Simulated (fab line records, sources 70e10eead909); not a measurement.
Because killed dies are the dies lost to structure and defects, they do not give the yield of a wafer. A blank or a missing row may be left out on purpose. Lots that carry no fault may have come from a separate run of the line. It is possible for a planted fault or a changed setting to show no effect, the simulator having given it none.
A struck lot beside a sound one	flow nandHarc	39 steps out of a route of 1159
Sound: the wafers L873.1, L873.2, L873.6. Struck: wafer L891.2. (L891.1, L891.4 of the same lot were not struck and are left out.) The cause comes at the end.
Per side, at each step with rows, come the tool, then ch with its chambers, and then its first start. Under that, the readings that differ: sound wafers	struck wafers	difference of the means	sigmas: that difference in standard deviations of wafers without a fault.
alike: words and numbers the same on both sides, and readings whose means are apart by under 2 such deviations; not compared: readings that were withheld, readings missing a value for some wafer, numbers with overlapping values and no deviation given by the record, and bounds like >300 which may hide the same value.
The two part at a step that has a row with sigmas, a row that says differs or no value, or rows on one side only. When numbers do not overlap yet have no deviation, they are printed without sigmas and do not part them. Lack of a reading on every wafer of one side parts them only where that side has two or more wafers.

first, 7 steps without rows for these wafers: NHARC_A_BONDPAD_COAT_33 (time 65 s); NHARC_A_BONDPAD_COAT_03 (resist thk 600 nm); NHARC_A_BONDPAD_SOFTBAKE_04 (time 70 s); NHARC_A_BONDPAD_EBR_05; NHARC_A_BONDPAD_EXPOSE_06 (exposes mask A BPAD); NHARC_A_BONDPAD_PEB_07 (peb time 80 s); NHARC_A_BONDPAD_DEVELOP_08 (time 50 s).
NHARC_A_BONDPAD_CD_MEAS_09: target cd 500 nm.
  sound on cdSem-02 ch 0, day 17 23:07; struck on cdSem-01 ch 0, day 22 13:37
  alike: cdNm
NHARC_A_BONDPAD_OVL_MEAS_35:
  struck on overlay-01, day 22 13:42; sound on overlay-02, day 17 23:13
  alike: overlayXNm, overlayYNm
then, 1 step without rows for these wafers: NHARC_A_BONDPAD_HARDBAKE_10 (time 65 s).
NHARC_A_BONDPAD_DESCUM_11: chemistry O2, time 3 s.
  sound on rieDiel-09 ch 0,1, day 17 23:20; struck on rieDiel-09 ch 2, day 22 13:49
reading	sound	struck	difference	sigmas
throttleValvePct (%)	11.311 11.305 11.307	11.330	+0.022	+2
  alike: drypumpMotorCurrentA, o2FlowSccm, oesProductAu, rfVppV, showerheadPlenumPTorr
  not compared: rfHoursCounterH
then, 1 step without rows for these wafers: NHARC_A_BONDPAD_ETCH_34 (etches the open film in N2/H2, target depth 60 nm, overetch 18 nm, time 65.91 s).
NHARC_A_BONDPAD_ETCH_12: etches the open film in CHF3/O2, target depth 220 nm, time 110 s.
  sound on rieDiel-09 ch 0,1, day 17 23:32; struck on rieDiel-09 ch 0, day 22 14:00
  alike: drypumpMotorCurrentA, o2FlowSccm, oesProductAu, rfVppV, showerheadPlenumPTorr, throttleValvePct
  not compared: rfHoursCounterH
NHARC_A_BONDPAD_CD_MEAS_13:
  struck on cdSem-01, day 22 14:08; sound on cdSem-03, day 17 23:42
  alike: cdNm
then, 1 step without rows for these wafers: NHARC_A_BONDPAD_STRIP_15 (strips in O2).
NHARC_A_BONDPAD_ETCH_24: etches the open film in CF4/N2, target depth 30 nm, time 72.99 s.
  sound on rieDiel-09 ch 1,2, day 17 23:57; struck on rieDiel-09 ch 1
  alike: drypumpMotorCurrentA, n2FlowSccm, oesProductAu, rfVppV, showerheadPlenumPTorr, throttleValvePct
  not compared: rfHoursCounterH
then, 1 step without rows for these wafers: NHARC_A_BONDPAD_STRIP_16 (strips in post etch residue remover, time 600 s).
NHARC_A_BONDPAD_DEGAS_25: time 60 s.
  struck on pvdSputter-02, day 22 14:46; sound on pvdSputter-02, day 18 00:22
  alike: heaterPowerW
then, 4 steps without rows for these wafers: NHARC_A_BONDPAD_PRE_CLEAN_26 (time 30 s); NHARC_A_BONDPAD_PVD_17 (deposits TaN, target thk 5 nm, time 8.06 s); NHARC_A_BONDPAD_PVD_27 (deposits Cu, target thk 30 nm, time 20.49 s); NHARC_A_BONDPAD_ECD_18 (material Cu, target thk 400 nm).
NHARC_A_BONDPAD_ANNEAL_28: time 90 s.
  sound on rtpAnneal-02 ch 0, day 18 01:06; struck on rtpAnneal-01 ch 0, day 22 15:29
  alike: wafer_temp_C_max
then, 1 step without rows for these wafers: NHARC_A_BONDPAD_CMP_19 (polishes, t overpolish 30 s, cu recess touch 16 s, target thk 169.8 nm).
NHARC_A_BONDPAD_THK_MEAS_20: measures by xrf.
  struck on filmMetro-01, day 22 16:10; sound on filmMetro-01, day 18 01:46
  alike: thkNm
then, 6 steps without rows for these wafers: NHARC_A_BONDPAD_SRD_21 (time 30 s, dry time 20 s); NHARC_HYBRID_BOND_ACTIVATE_00 (chemistry N2, time 60 s); NHARC_HYBRID_BOND_PRECLEAN_01 (cleans in DIW, time 300 s); NHARC_HYBRID_BOND_SRD_02 (time 30 s, dry time 20 s); NHARC_HYBRID_BOND_BOND_03; NHARC_HYBRID_BOND_ANNEAL_04 (time 7200 s).
NHARC_HYBRID_BOND_OVL_MEAS_05:
  struck on overlay-01, day 23 01:53; sound on overlay-02, day 18 17:49
  alike: overlayXNm, overlayYNm
NHARC_THIN_TSV_GRIND_00:
  sound on grinder-01 ch 0, day 18 19:13; struck on grinder-01 ch 0, day 23 03:17
  alike: motorCurrentA
then, 1 step without rows for these wafers: NHARC_THIN_TSV_CMP_01 (polishes).
NHARC_THIN_TSV_THK_MEAS_02: measures by ir.
  struck on filmMetro-01, day 23 04:46; sound on filmMetro-02, day 18 20:43
  alike: thkNm
then, 3 steps without rows for these wafers: NHARC_THIN_TSV_SRD_03; NHARC_THIN_TSV_PRECLEAN_41 (cleans in SC1); NHARC_THIN_TSV_SRD_42.
NHARC_END_SORT_01:
  sound on prober-02 ch 0, day 19 11:19; struck on prober-02 ch 0, day 23 20:44
reading	sound	struck	difference	sigmas
defectLimitedYield (%)	94.4 95.4 95.3	84.2	-10.8	-6
killedAtArray	33 30 27	107	+77	+7
killedDies	38 31 32	107	+73	+7
killedShort	4 4 1	0	-3	-2
sort_bin_2_pct (%)	2.1 1.6 1.3	6.8	+5.1	+8
sort_bin_3_pct (%)	0.59 0.44 0.30	2.81	+2.37	+10
sort_bin_4_pct (%)	3.0 2.5 3.1	6.2	+3.3	+3
sortNPass	639 646 645	570	-73	-7
sortRimYieldPct (%)	93.4 99.1 97.2	82.1	-14.5	-6
sortYieldPct (%)	94.4 95.4 95.3	84.2	-10.8	-6
  alike: killedAtOther, killedAtPeriphery, killedOpen

== WHERE THEY PART ==
Earliest at NHARC_A_BONDPAD_DESCUM_11; latest, in this record, at NHARC_END_SORT_01.

WHY: what the simulator had put in
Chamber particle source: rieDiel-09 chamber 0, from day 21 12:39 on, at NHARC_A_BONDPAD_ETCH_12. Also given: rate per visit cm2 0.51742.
